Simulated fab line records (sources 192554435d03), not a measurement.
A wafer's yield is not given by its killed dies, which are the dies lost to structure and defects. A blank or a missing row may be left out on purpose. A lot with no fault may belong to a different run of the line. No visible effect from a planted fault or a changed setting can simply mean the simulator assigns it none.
Chamber matching	flow n5-finfet	N5_BEOL_M11_ETCH_61 on rie-diel-04: 4 sister chambers
The step etches SiARC in CF4, target depth 39 nm, time 65 s. 14 wafers are shown with their chamber, then 7 later ones without.

EACH WAFER AND ITS CHAMBER
wafer	chamber	throttle-valve-pct (%)	showerhead-plenum-p-Torr (Torr)	oes-product-au (a.u.)
L075.3	1	15.79	2.22	0.62
L075.4	0	15.22	2.10	0.74
L075.6	0	15.24	2.10	0.73
L079.1	0	15.24	2.10	0.73
L079.3	3	15.48	2.25	0.70
L079.5	1	15.80	2.21	0.61
L080.3	1	15.81	2.21	0.62
L080.4	2	15.47	2.18	0.78
L080.5	3	15.50	2.25	0.70
L083.1	1	15.81	2.21	0.61
L083.3	2	15.49	2.18	0.78
L083.6	3	15.47	2.24	0.71
L084.4	0	15.26	2.09	0.72
L084.5	1	15.82	2.21	0.60

SIGNATURES (averages over the wafers above)
reading	chamber 0	chamber 1	chamber 2	chamber 3	scatter within a chamber
throttle-valve-pct	15.2400	15.8060	15.4800	15.4833	0.0141
showerhead-plenum-p-Torr	2.0975	2.2120	2.1800	2.2467	0.00471
oes-product-au	0.7300	0.6120	0.7800	0.7033	0.00739
Rule: distance of a wafer from a chamber = root of the sum over the readings of ((wafer's reading minus chamber's mean) / reading's scatter) squared. The wafer belongs to the nearest chamber; if the next one is less than 2 further off, it can't be placed. How the scatter is found: for the shown wafers, subtract from each reading the mean of its chamber, square and add these, divide the total by (wafers less chambers), then take the root.

WAFERS MISSING THEIR CHAMBER
wafer	throttle-valve-pct (%)	showerhead-plenum-p-Torr (Torr)	oes-product-au (a.u.)
L084.6	15.27	2.09	0.72
L088.2	15.51	2.24	0.69
L088.3	15.52	2.17	0.74
L088.6	15.51	2.17	0.75
L092.3	15.29	2.09	0.70
L092.5	15.54	2.17	0.75
L092.6	15.52	2.24	0.68

THE CHAMBER EACH PASSED THROUGH
wafer	from the rows above	in truth
L084.6	0	0
L088.2	3	3
L088.3	2	2
L088.6	2	2
L092.3	0	0
L092.5	2	2
L092.6	3	3
7 of 7 placed correctly. Not placeable from these rows: 0. Number placed wrongly: 0.
